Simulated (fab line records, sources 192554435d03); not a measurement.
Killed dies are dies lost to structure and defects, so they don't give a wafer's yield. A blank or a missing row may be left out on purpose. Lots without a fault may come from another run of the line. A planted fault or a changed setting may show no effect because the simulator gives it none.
Split-lot experiment | flow n5_finfet | 7 lots, 21 wafers read, on a route of 1938 steps

THE SPLIT
At N5_BEOL_M0_CUTY_EXPOSE_54 (exposes mask M0 ABLK), the setting dose_mj was moved away from the recipe's 36 on 8 of the 21 wafers read, by -6.7% to +4.6%. The other wafers ran this setting at the recipe's value.

FROM THE SPLIT TO THE READING: what the file shows between them, 2 steps
- N5_BEOL_M0_CUTY_PEB_55: peb time 60 s
- N5_BEOL_M0_CUTY_DEVELOP_56: develop time 30 s

THE READING
cd_nm, in nm, at N5_BEOL_M0_CUTY_CD_MEAS_57 (target cd 200 nm). Fault-free wafers of this fab line usually give 200.4 nm, standard deviation 0.8 nm.

wafer  | tool, chamber at the split | dose_mj as run | against the recipe | cd_nm, nm | against lot-mates on the recipe
L074.2 | arfi_scanner-03, 0         | 36             | recipe             | 199.5     | -
L074.3 | arfi_scanner-03, 0         | 36             | recipe             | 198.7     | -
L074.5 | arfi_scanner-03, 0         | 36             | recipe             | 198.5     | -
L076.1 | arfi_scanner-01, 0         | 36             | recipe             | 199.3     | -
L076.4 | arfi_scanner-01, 0         | 36             | recipe             | 199.5     | -
L076.6 | arfi_scanner-01, 0         | 33.59          | -6.7%              | 205.3     | +5.9
L077.1 | arfi_scanner-03, 0         | 33.77          | -6.2%              | 204.4     | no lot-mate on the recipe
L077.4 | arfi_scanner-03, 0         | 33.77          | -6.2%              | 204.3     | no lot-mate on the recipe
L077.6 | arfi_scanner-03, 0         | 33.77          | -6.2%              | 204.2     | no lot-mate on the recipe
L081.3 | arfi_scanner-02, 0         | 36             | recipe             | 201.8     | -
L081.4 | arfi_scanner-02, 0         | 36             | recipe             | 201.9     | -
L081.5 | arfi_scanner-02, 0         | 36             | recipe             | 202.0     | -
L092.1 | arfi_scanner-01, 0         | 36             | recipe             | 200.1     | -
L092.4 | arfi_scanner-01, 0         | 37.64          | +4.6%              | 197.8     | -2.3
L092.6 | arfi_scanner-01, 0         | 37.64          | +4.6%              | 197.9     | -2.2
L094.2 | arfi_scanner-02, 0         | 36             | recipe             | 200.3     | -
L094.5 | arfi_scanner-02, 0         | 34.01          | -5.5%              | 203.3     | +3.0
L094.6 | arfi_scanner-02, 0         | 34.01          | -5.5%              | 203.8     | +3.5
L097.1 | arfi_scanner-03, 0         | 36             | recipe             | 200.9     | -
L097.3 | arfi_scanner-03, 0         | 36             | recipe             | 201.1     | -
L097.5 | arfi_scanner-03, 0         | 36             | recipe             | 200.9     | -

THE FIT
A straight line over all 21 wafers: cd_nm changes by -0.621 nm for each +1% of dose_mj; r = -0.91; the points scatter about the line by 0.98 nm.
The same after taking each lot's own level away (the mean of its wafers on the recipe; 18 wafers): -0.643 nm for each +1%; r = -0.97; scatter 0.51 nm.
On that fit, the largest move of dose_mj shifts the reading by 4.3 nm.
The lots' own levels span 198.90 to 201.90 nm, that is 3.8 times the standard deviation above.
So the lot-to-lot level changes the slope little: the two slopes agree.
Check: with one of the wafers moved furthest among these (-6.7%) left out of the fit, the line predicts +3.73 nm for it against its lot-mates. It came out at +5.9 nm against them.

OTHER SPLITS ON THESE WAFERS
These wafers also went through other splits before the reading. Each is held against what the fit with the lots' levels taken away leaves over:
other split on the same wafers   | wafers away from the commonest value | r with cd_nm (lot level and that fit taken away)
N5_BEOL_M0_SAQP_PECVD_96 time_s  | 8                                    | -0.30
N5_BEOL_M0_SAQP_COAT_08 spin_rpm | 8                                    | -0.09

THE FILE'S OWN FIT
cd_nm changes by -0.705 nm for each +1% of dose_mj, r = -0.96.
